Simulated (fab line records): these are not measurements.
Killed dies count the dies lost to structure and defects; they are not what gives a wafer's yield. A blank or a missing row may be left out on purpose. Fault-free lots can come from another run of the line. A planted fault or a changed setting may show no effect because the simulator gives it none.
Struck lot and sound lot, side by side :: flow n5-finfet :: 36 steps out of a route of 1938
Sound: these wafers, L519.1, L519.5, L519.6. Struck: wafers L517.1, L517.6 (left out: L517.4, a lot-mate that was not struck); the cause follows at the end.
For every step that has rows: the tool of each side, followed by ch and its chambers, followed by its first start. Under that, the readings that differ: sound wafers :: struck wafers :: difference of the means :: sigmas: that difference in standard deviations of wafers without a fault.
alike: readings with means less than 2 such deviations apart, plus words and numbers identical on both sides. not compared: withheld readings, readings lacking a value on some wafer, bounds such as >300 that could conceal the same value, and numbers that have no deviation in the record and whose values overlap.
Wherever a step has rows on one side only, a row that says differs or no value, or a row with sigmas, the two part there. Numbers that don't overlap but have no deviation are shown without sigmas and don't part them. A reading missing from all wafers of one side parts the sides only when that side holds two or more wafers.

first, 9 steps without rows for these wafers: N5_BEOL_M4_ANNEAL_95 (time 240 s); N5_BEOL_M4_SPUTTER_96 (material Cu, target thk 4.5 nm, time 8.29 s); N5_BEOL_M4_ECD_50 (material Cu, target thk 300 nm); N5_BEOL_M4_ANNEAL_51 (time 90 s); N5_BEOL_M4_CMP_52 (polishes, stops on SiOC, t overpolish 6.8 s, target thk 40 nm); N5_BEOL_M4_PRE_CLEAN_60 (time 15 s); N5_BEOL_M4_CO_CAP_55 (material Co, precursor CCTBA/H2, target thk 2 nm, time 102.1 s); N5_BEOL_M4_PRE_CLEAN_56 (time 15 s); N5_BEOL_M4_DEP_57 (deposits SiCN from 3MS/NH3, target thk 8 nm, time 14 s).
N5_BEOL_M4_RC_MEAS_101:
  sound on prober-01 ch 0, day 13 07:30; struck on prober-01 ch 0, day 12 09:20
  alike: DIBL_N, DIBL_P, IOFF_N, IOFF_P, ION_N, ION_P, SS_N, SS_P, VT_N, VT_P
then, 24 steps without rows for these wafers: N5_BEOL_M5_ILD_DEP_00 (deposits SiCOH lowk from DEMS/porogen, target thk 140.64 nm, time 25.9 s); N5_BEOL_M5_CURE_79 (cures SiCOH lowk, time 240 s); N5_BEOL_M5_PECVD_70 (deposits SiO2 from TEOS/O2, target thk 16 nm, time 18 s); N5_BEOL_M5_HM_DEP_02 (deposits TiN, target thk 20 nm); N5_BEOL_M5_COAT_59 (time 60 s, resist thk 60 nm); N5_BEOL_M5_COAT_60 (time 60 s, resist thk 12 nm); N5_BEOL_M5_COAT_71 (time 60 s, resist thk 5 nm); N5_BEOL_M5_COAT_05 (resist thk 30 nm); N5_BEOL_M5_EBR_07; N5_BEOL_M5_SOFTBAKE_06 (time 60 s); N5_BEOL_M5_EXPOSE_08 (exposes mask M5, target cd 28 nm); N5_BEOL_M5_PEB_09 (peb time 60 s); N5_BEOL_M5_DEVELOP_10 (develop time 30 s); N5_BEOL_M5_DESCUM_16 (chemistry O2, time 7 s); N5_BEOL_M5_ETCH_72 (etches underlayer in N2/H2, target depth 6.5 nm, time 5.2 s); N5_BEOL_M5_ETCH_61 (etches SiARC in CF4, target depth 15.6 nm, time 26 s); N5_BEOL_M5_ETCH_62 (etches SOC in N2/H2, target depth 75 nm, overetch 15 nm, time 112.5 s); N5_BEOL_M5_STRIP_63 (strips in N2/H2); N5_BEOL_M5_STRIP_73 (strips in N2/H2); N5_BEOL_M5_STRIP_64 (strips in CF4); N5_BEOL_M5_HM_OPEN_17 (chemistry Cl2/BCl3, target TiN, target depth 20 nm, overetch 6 nm); N5_BEOL_M5_STRIP_19 (strips in O2); N5_BEOL_M5_COAT_65 (time 60 s, resist thk 60 nm); N5_BEOL_M5_COAT_66 (time 60 s, resist thk 12 nm).
-- here the record skips 3 days between the struck wafers' starts before and after, leaving off in module BEOL_M5 and picking up in module PASSIVATION (first step shown: number 1910 of the route) --
N5_PASSIVATION_ETCH_59: etches TaN in Cl2/BCl3, target depth 65 nm, time 34.9 s.
  sound on rie-metal-02 ch 0,1, day 17 00:04; struck on rie-metal-01 ch 0, day 15 19:03
reading: oes-product-au (a.u.)
sound: 0.93 0.72 0.92
struck: 0.57 0.56
difference: -0.29
sigmas: -3

reading: model.etch.depth-nm (nm)
sound: 65.15 64.9 64.62
struck: 37.98 37.98
difference: -26.91
sigmas: 
  alike: drypump-motor-current-A, throttle-valve-pct
  not compared: rf-hours-counter-h
N5_PASSIVATION_PROBE_49:
  struck on prober-01, day 15 23:47; sound on prober-02, day 17 04:44
reading: defect-limited-yield (%)
sound: 91.4 93.1 93.2
struck: 0 0
difference: -93
sigmas: -62

reading: killed-at-other
sound: 5 1 6
struck: 1105 1112
difference: +1104
sigmas: +99 or more

reading: killed-dies
sound: 101 82 80
struck: 1180 1180
difference: +1092
sigmas: +64

reading: killed-on-rim
sound: 16 7 11
struck: 152 152
difference: +141
sigmas: +32

reading: sort_bin_5_function (%)
sound: 5.2 3.6 4.3
struck: 98.5 97.8
difference: +93.8
sigmas: +98

reading: sort-n-pass
sound: 1079 1098 1100
struck: 0 0
difference: -1092
sigmas: -64

reading: sort-yield-pct (%)
sound: 91.4 93.1 93.2
struck: 0 0
difference: -93
sigmas: -62
  alike: killed_at_M0_to_M3, killed_at_M4_up, killed-at-contacts, killed-at-front-end, killed-open, killed-short, sort_bin_6_memory

== WHERE THEY PART ==
Last at N5_PASSIVATION_PROBE_49 as far as this record goes, first at N5_PASSIVATION_ETCH_59.

WHY: whatever the simulator had introduced
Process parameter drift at N5_PASSIVATION_ETCH_59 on rie-metal-01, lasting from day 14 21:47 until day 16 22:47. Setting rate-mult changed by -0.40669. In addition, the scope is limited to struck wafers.
